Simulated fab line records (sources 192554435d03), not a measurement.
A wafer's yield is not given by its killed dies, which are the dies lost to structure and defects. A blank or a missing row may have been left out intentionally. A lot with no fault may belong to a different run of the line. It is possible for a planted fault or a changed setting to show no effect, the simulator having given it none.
Which of the tools did it? :: flow n5 finfet :: 27 wafers from 9 lots sampled at 5 of the route's 1938 steps

WHAT EACH GAUGE READ, for each wafer
N5_BEOL_M4_RC_MEAS_101. Usual: DIBL_N 36.3 mV/V, standard deviation 1.4; DIBL_P 36.2 mV/V, standard deviation 1.5; IOFF_N 0.160 nA/um, standard deviation 0.021; IOFF_P 0.211 nA/um, standard deviation 0.027; ION_N 676 uA/um, standard deviation 7.7; ION_P 463 uA/um, standard deviation 5.5; SS_N 71.4 mV/dec, standard deviation 0.57; SS_P 73.3 mV/dec, standard deviation 0.58; VT_N 249.3 mV, standard deviation 2.5; VT_P -250.1 mV, standard deviation 2.6.
lot: L873
measured: day 8 13:32
on: prober-01
DIBL_N (mV/V): 38.2 37.7 39.7
DIBL_P (mV/V): 38.3 36.9 38.2
IOFF_N (nA/um): 0.174 0.154 0.195
IOFF_P (nA/um): 0.251 0.215 0.248
ION_N (uA/um): 683 675 675
ION_P (uA/um): 471 464 465
SS_N (mV/dec): 72.4 72.0 72.0
SS_P (mV/dec): 73.7 73.3 73.9
VT_N (mV): 248.6 250.5 248.5
VT_P (mV): -245.4 -246.7 -249.7
flag: 

lot: L876
measured: day 8 21:04
on: prober-02
DIBL_N (mV/V): 37.4 35.2 37.5
DIBL_P (mV/V): 38.7 35.6 38.4
IOFF_N (nA/um): 0.190 0.150 0.201
IOFF_P (nA/um): 0.217 0.176 0.208
ION_N (uA/um): 691 671 688
ION_P (uA/um): 466 457 466
SS_N (mV/dec): 71.3 70.5 71.4
SS_P (mV/dec): 72.6 72.5 72.7
VT_N (mV): 247.0 248.2 245.2
VT_P (mV): -251.9 -253.0 -251.5
flag: 

lot: L882
measured: day 11 04:47
on: prober-01
DIBL_N (mV/V): 34.8 37.6 35.2
DIBL_P (mV/V): 33.4 37.7 33.9
IOFF_N (nA/um): 0.129 0.172 0.131
IOFF_P (nA/um): 0.172 0.227 0.173
ION_N (uA/um): 665 680 677
ION_P (uA/um): 459 464 459
SS_N (mV/dec): 71.0 71.2 71.1
SS_P (mV/dec): 72.6 73.9 72.5
VT_N (mV): 253.6 246.5 250.5
VT_P (mV): -249.8 -248.4 -249.7
flag: 

lot: L885
measured: day 11 20:33
on: prober-01
DIBL_N (mV/V): 34.9 36.3 35.6
DIBL_P (mV/V): 35.2 37.1 36.3
IOFF_N (nA/um): 0.158 0.175 0.160
IOFF_P (nA/um): 0.207 0.234 0.216
ION_N (uA/um): 677 687 682
ION_P (uA/um): 462 473 464
SS_N (mV/dec): 71.9 71.6 71.2
SS_P (mV/dec): 73.0 73.6 73.1
VT_N (mV): 249.8 248.8 248.1
VT_P (mV): -250.5 -247.4 -248.5
flag: 

lot: L888
measured: day 12 01:35
on: prober-01
DIBL_N (mV/V): 38.8 36.8 35.9
DIBL_P (mV/V): 38.3 36.7 34.8
IOFF_N (nA/um): 0.210 0.172 0.150
IOFF_P (nA/um): 0.260 0.236 0.195
ION_N (uA/um): 679 685 666
ION_P (uA/um): 466 462 452
SS_N (mV/dec): 71.5 71.6 71.4
SS_P (mV/dec): 73.9 73.6 73.1
VT_N (mV): 245.5 248.6 250.7
VT_P (mV): -248.1 -248.9 -251.8
flag: 

lot: L887
measured: day 11 20:47
on: prober-02
DIBL_N (mV/V): 35.1 38.3 39.6
DIBL_P (mV/V): 33.8 38.1 38.9
IOFF_N (nA/um): 0.132 0.192 0.220
IOFF_P (nA/um): 0.212 0.283 0.301
ION_N (uA/um): 677 686 697
ION_P (uA/um): 465 475 480
SS_N (mV/dec): 70.5 72.5 72.0
SS_P (mV/dec): 72.9 73.9 74.3
VT_N (mV): 249.9 246.7 242.6
VT_P (mV): -245.2 -245.0 -244.7
flag: 

lot: L889
measured: day 12 01:40
on: prober-02
DIBL_N (mV/V): 36.1 36.1 35.0
DIBL_P (mV/V): 35.1 34.6 33.8
IOFF_N (nA/um): 0.162 0.162 0.150
IOFF_P (nA/um): 0.204 0.194 0.184
ION_N (uA/um): 672 681 680
ION_P (uA/um): 465 463 463
SS_N (mV/dec): 71.2 71.5 70.9
SS_P (mV/dec): 72.9 73.4 72.8
VT_N (mV): 248.7 248.9 250.5
VT_P (mV): -249.9 -252.3 -251.6
flag: 

lot: L890
measured: day 12 19:37
on: prober-02
DIBL_N (mV/V): 35.0 35.2 38.0
DIBL_P (mV/V): 34.3 34.6 37.7
IOFF_N (nA/um): 0.146 0.144 0.191
IOFF_P (nA/um): 0.194 0.202 0.251
ION_N (uA/um): 679 667 679
ION_P (uA/um): 467 462 467
SS_N (mV/dec): 70.6 70.2 70.8
SS_P (mV/dec): 72.6 72.6 73.4
VT_N (mV): 249.2 249.8 243.9
VT_P (mV): -249.9 -249.2 -248.9
flag: 

lot: L895
measured: day 14 01:29
on: prober-01
DIBL_N (mV/V): 36.2 35.2 37.5
DIBL_P (mV/V): 36.6 34.4 37.0
IOFF_N (nA/um): 0.155 0.125 0.157
IOFF_P (nA/um): 0.221 0.181 0.228
ION_N (uA/um): 673 660 673
ION_P (uA/um): 465 451 460
SS_N (mV/dec): 71.6 70.8 71.8
SS_P (mV/dec): 74.1 73.0 74.3
VT_N (mV): 250.7 253.3 250.6
VT_P (mV): -249.9 -250.6 -249.8
flag: 

TOOL THAT RAN EACH LOT (tool first, then ch and the chambers of the sampled wafers, then the start)
lot: L873
N5_BEOL_M1_STRIP_36: rie diel-03 ch 1,2, day 6 13:56
N5_BEOL_M1_STRIP_97: rie diel-03 ch 1,2, day 6 15:14 or earlier
N5_BEOL_M1_SPUTTER_48: pvd sputter-03, day 6 15:14
N5_BEOL_M1_ANNEAL_80: pvd sputter-03, day 6 15:32

lot: L876
N5_BEOL_M1_STRIP_36: rie diel-01 ch 0,2, day 7 05:13
N5_BEOL_M1_STRIP_97: rie diel-01 ch 0,2, day 7 06:22 or earlier
N5_BEOL_M1_SPUTTER_48: pvd sputter-01, day 7 06:22
N5_BEOL_M1_ANNEAL_80: pvd sputter-01, day 7 06:40

lot: L882
N5_BEOL_M1_STRIP_36: rie diel-01 ch 1,3, day 9 00:40
N5_BEOL_M1_STRIP_97: rie diel-01 ch 1,3, day 9 02:45 or earlier
N5_BEOL_M1_SPUTTER_48: pvd sputter-03, day 9 02:45
N5_BEOL_M1_ANNEAL_80: pvd sputter-03, day 9 03:03

lot: L885
N5_BEOL_M1_STRIP_36: rie diel-02 ch 0,2,3, day 9 22:00
N5_BEOL_M1_STRIP_97: rie diel-02 ch 0,2,3, day 9 23:59 or earlier
N5_BEOL_M1_SPUTTER_48: pvd sputter-03, day 9 23:59
N5_BEOL_M1_ANNEAL_80: pvd sputter-03, day 10 00:17

lot: L888
N5_BEOL_M1_STRIP_36: rie diel-01 ch 1,3, day 10 00:51
N5_BEOL_M1_STRIP_97: rie diel-01 ch 1,3, day 10 02:47 or earlier
N5_BEOL_M1_SPUTTER_48: pvd sputter-01, day 10 02:47
N5_BEOL_M1_ANNEAL_80: pvd sputter-01, day 10 03:05

lot: L887
N5_BEOL_M1_STRIP_36: rie diel-02 ch 0,3, day 10 02:01
N5_BEOL_M1_STRIP_97: rie diel-02 ch 0,3, day 10 03:17 or earlier
N5_BEOL_M1_SPUTTER_48: pvd sputter-03, day 10 03:17
N5_BEOL_M1_ANNEAL_80: pvd sputter-03, day 10 03:35

lot: L889
N5_BEOL_M1_STRIP_36: rie diel-02 ch 0,2,3, day 10 07:41
N5_BEOL_M1_STRIP_97: rie diel-02 ch 0,2,3, day 10 09:22 or earlier
N5_BEOL_M1_SPUTTER_48: pvd sputter-01, day 10 09:22
N5_BEOL_M1_ANNEAL_80: pvd sputter-01, day 10 09:58

lot: L890
N5_BEOL_M1_STRIP_36: rie diel-01 ch 0,2, day 10 19:32
N5_BEOL_M1_STRIP_97: rie diel-01 ch 0,2, day 10 21:04 or earlier
N5_BEOL_M1_SPUTTER_48: pvd sputter-01, day 10 21:04
N5_BEOL_M1_ANNEAL_80: pvd sputter-01, day 10 21:22

lot: L895
N5_BEOL_M1_STRIP_36: rie diel-03 ch 1,2,3, day 12 00:32
N5_BEOL_M1_STRIP_97: rie diel-03 ch 1,2,3, day 12 01:58 or earlier
N5_BEOL_M1_SPUTTER_48: pvd sputter-03, day 12 01:58
N5_BEOL_M1_ANNEAL_80: pvd sputter-03, day 12 02:16
- N5_BEOL_M1_STRIP_36: strips in N2/H2.
- N5_BEOL_M1_STRIP_97: strips in N2/H2, time 10 s.
- N5_BEOL_M1_SPUTTER_48: material Cu, target thk 4.5 nm, time 8.29 s.
- N5_BEOL_M1_ANNEAL_80: time 240 s.

AS READ BY THE TOOLS THEMSELVES (means over the sampled wafers that have a number; for cases with no such wafer, the mark the record gives instead)
N5_BEOL_M1_STRIP_36. Usual: drypump motor current A 5.6 A, standard deviation 0.52; oes product au 0.80 a.u., standard deviation 0.085; power w 450.0 W, standard deviation 1.2; rf vpp V 59.3 V, standard deviation 1.6; showerhead plenum p Torr 2.57 Torr, standard deviation 0.08; throttle valve pct 23.50 %, standard deviation 0.21.
lot: L873
tool: rie diel-03
drypump motor current A (A): 6.5
oes product au (a.u.): 0.80
power w (W): 449.4
rf vpp V (V): 58.3
showerhead plenum p Torr (Torr): 2.66
throttle valve pct (%): 23.53
flag: 

lot: L876
tool: rie diel-01
drypump motor current A (A): 5.5
oes product au (a.u.): 0.86
power w (W): 450.8
rf vpp V (V): 59.1
showerhead plenum p Torr (Torr): 2.61
throttle valve pct (%): 23.43
flag: 

lot: L882
tool: rie diel-01
drypump motor current A (A): 5.6
oes product au (a.u.): 0.81
power w (W): 450.6
rf vpp V (V): 57.8
showerhead plenum p Torr (Torr): 2.56
throttle valve pct (%): 23.55
flag: 

lot: L885
tool: rie diel-02
drypump motor current A (A): 5.4
oes product au (a.u.): 0.75
power w (W): 448.8
rf vpp V (V): 60.0
showerhead plenum p Torr (Torr): 2.57
throttle valve pct (%): 23.57
flag: 

lot: L888
tool: rie diel-01
drypump motor current A (A): 5.6
oes product au (a.u.): 0.81
power w (W): 449.5
rf vpp V (V): 59.7
showerhead plenum p Torr (Torr): 2.56
throttle valve pct (%): 23.56
flag: 

lot: L887
tool: rie diel-02
drypump motor current A (A): 5.3
oes product au (a.u.): 0.69
power w (W): 450.3
rf vpp V (V): 58.7
showerhead plenum p Torr (Torr): 2.62
throttle valve pct (%): 23.51
flag: 

lot: L889
tool: rie diel-02
drypump motor current A (A): 5.4
oes product au (a.u.): 0.74
power w (W): 451.6
rf vpp V (V): 58.6
showerhead plenum p Torr (Torr): 2.57
throttle valve pct (%): 23.55
flag: 

lot: L890
tool: rie diel-01
drypump motor current A (A): 5.5
oes product au (a.u.): 0.82
power w (W): 449.0
rf vpp V (V): 57.8
showerhead plenum p Torr (Torr): 2.60
throttle valve pct (%): 23.49
flag: 

lot: L895
tool: rie diel-03
drypump motor current A (A): 6.2
oes product au (a.u.): 0.80
power w (W): 449.0
rf vpp V (V): 59.7
showerhead plenum p Torr (Torr): 2.63
throttle valve pct (%): 23.56
flag: 

N5_BEOL_M1_STRIP_97. Usual: drypump motor current A 5.6 A, standard deviation 0.52; oes product au 0.80 a.u., standard deviation 0.083; rf vpp V 59.3 V, standard deviation 0.85; showerhead plenum p Torr 2.57 Torr, standard deviation 0.08; throttle valve pct 23.50 %, standard deviation 0.21.
lot: L873
tool: rie diel-03
drypump motor current A (A): 6.5
oes product au (a.u.): 0.79
rf vpp V (V): 59.5
showerhead plenum p Torr (Torr): 2.66
throttle valve pct (%): 23.53
flag: 

lot: L876
tool: rie diel-01
drypump motor current A (A): 5.5
oes product au (a.u.): 0.86
rf vpp V (V): 60.1
showerhead plenum p Torr (Torr): 2.61
throttle valve pct (%): 23.44
flag: 

lot: L882
tool: rie diel-01
drypump motor current A (A): 5.7
oes product au (a.u.): 0.81
rf vpp V (V): 59.4
showerhead plenum p Torr (Torr): 2.56
throttle valve pct (%): 23.56
flag: 

lot: L885
tool: rie diel-02
drypump motor current A (A): 5.3
oes product au (a.u.): 0.75
rf vpp V (V): 59.3
showerhead plenum p Torr (Torr): 2.57
throttle valve pct (%): 23.56
flag: 

lot: L888
tool: rie diel-01
drypump motor current A (A): 5.7
oes product au (a.u.): 0.80
rf vpp V (V): 59.0
showerhead plenum p Torr (Torr): 2.56
throttle valve pct (%): 23.55
flag: 

lot: L887
tool: rie diel-02
drypump motor current A (A): 5.3
oes product au (a.u.): 0.71
rf vpp V (V): 59.0
showerhead plenum p Torr (Torr): 2.62
throttle valve pct (%): 23.53
flag: 

lot: L889
tool: rie diel-02
drypump motor current A (A): 5.4
oes product au (a.u.): 0.75
rf vpp V (V): 59.3
showerhead plenum p Torr (Torr): 2.57
throttle valve pct (%): 23.56
flag: 

lot: L890
tool: rie diel-01
drypump motor current A (A): 5.5
oes product au (a.u.): 0.82
rf vpp V (V): 59.6
showerhead plenum p Torr (Torr): 2.60
throttle valve pct (%): 23.48
flag: 

lot: L895
tool: rie diel-03
drypump motor current A (A): 6.3
oes product au (a.u.): 0.80
rf vpp V (V): 59.7
showerhead plenum p Torr (Torr): 2.63
throttle valve pct (%): 23.56
flag: 

N5_BEOL_M1_SPUTTER_48. Usual: chamber pressure pa 0.06998 Pa, standard deviation 0.00015; chuck gas flow sccm 1.27 sccm, standard deviation 0.049; substrate temp c -20.02 C, standard deviation 0.1; throttle valve pct 30.3 %, standard deviation 1.
lot: L873
tool: pvd sputter-03
chamber pressure pa (Pa): 0.07012
chuck gas flow sccm (sccm): 1.29
substrate temp c (C): -20.01
throttle valve pct (%): 30.6
flag: 

lot: L876
tool: pvd sputter-01
chamber pressure pa (Pa): 0.07012
chuck gas flow sccm (sccm): 1.21
substrate temp c (C): -20.03
throttle valve pct (%): 30.8
flag: 

lot: L882
tool: pvd sputter-03
chamber pressure pa (Pa): 0.06999
chuck gas flow sccm (sccm): 1.22
substrate temp c (C): -20.02
throttle valve pct (%): 30.0
flag: 

lot: L885
tool: pvd sputter-03
chamber pressure pa (Pa): 0.07014
chuck gas flow sccm (sccm): 1.30
substrate temp c (C): -20.03
throttle valve pct (%): 30.2
flag: 

lot: L888
tool: pvd sputter-01
chamber pressure pa (Pa): -
chuck gas flow sccm (sccm): -
substrate temp c (C): -
throttle valve pct (%): -
flag: OFF

lot: L887
tool: pvd sputter-03
chamber pressure pa (Pa): -
chuck gas flow sccm (sccm): -
substrate temp c (C): -
throttle valve pct (%): -
flag: OFF

lot: L889
tool: pvd sputter-01
chamber pressure pa (Pa): 0.07011
chuck gas flow sccm (sccm): 1.26
substrate temp c (C): -20.10
throttle valve pct (%): 30.5
flag: 

lot: L890
tool: pvd sputter-01
chamber pressure pa (Pa): 0.06999
chuck gas flow sccm (sccm): 1.32
substrate temp c (C): -20.02
throttle valve pct (%): 31.0
flag: 

lot: L895
tool: pvd sputter-03
chamber pressure pa (Pa): 0.06985
chuck gas flow sccm (sccm): 1.25
substrate temp c (C): -20.01
throttle valve pct (%): 29.9
flag: 

N5_BEOL_M1_ANNEAL_80. Usual: heater power w 862 W, standard deviation 83.
lot: L873
tool: pvd sputter-03
heater power w (W): 853
flag: 

lot: L876
tool: pvd sputter-01
heater power w (W): 960
flag: 

lot: L882
tool: pvd sputter-03
heater power w (W): 864
flag: 

lot: L885
tool: pvd sputter-03
heater power w (W): 870
flag: 

lot: L888
tool: pvd sputter-01
heater power w (W): 889
flag: 

lot: L887
tool: pvd sputter-03
heater power w (W): 843
flag: 

lot: L889
tool: pvd sputter-01
heater power w (W): 857
flag: 

lot: L890
tool: pvd sputter-01
heater power w (W): 918
flag: 

lot: L895
tool: pvd sputter-03
heater power w (W): 813
flag: 

THE ANSWER, worked out from the rows above alone
Rule: take the mean of a lot's wafers that have a number; if it is more than 3 standard deviations from the usual mean, the lot is off. A lot without any number at a reading at which 4 lots or more have one is off too. Any other lot the step has rows for is counted as sound. The gauges are gone through in route order, then the tools' own readings, and for those a lot's mean is taken as printed above. The first step at which some lot is off is used, and at that step the reading that is off furthest; a lot without a number counts as furthest.
Off: L888, L887 (N5_BEOL_M1_SPUTTER_48, chamber pressure pa). Without a number there: L888, L887.
If a tool, at that step or one of the process steps before it, ran each lot that is off and ran no sound lot following the first of them, it fits. Because N5_BEOL_M1_STRIP_97 lacks a start for some lots, the hours and order of its lots are taken from N5_BEOL_M1_SPUTTER_48. None of those tried fits.

WHAT WAS PUT IN BY THE SIMULATOR
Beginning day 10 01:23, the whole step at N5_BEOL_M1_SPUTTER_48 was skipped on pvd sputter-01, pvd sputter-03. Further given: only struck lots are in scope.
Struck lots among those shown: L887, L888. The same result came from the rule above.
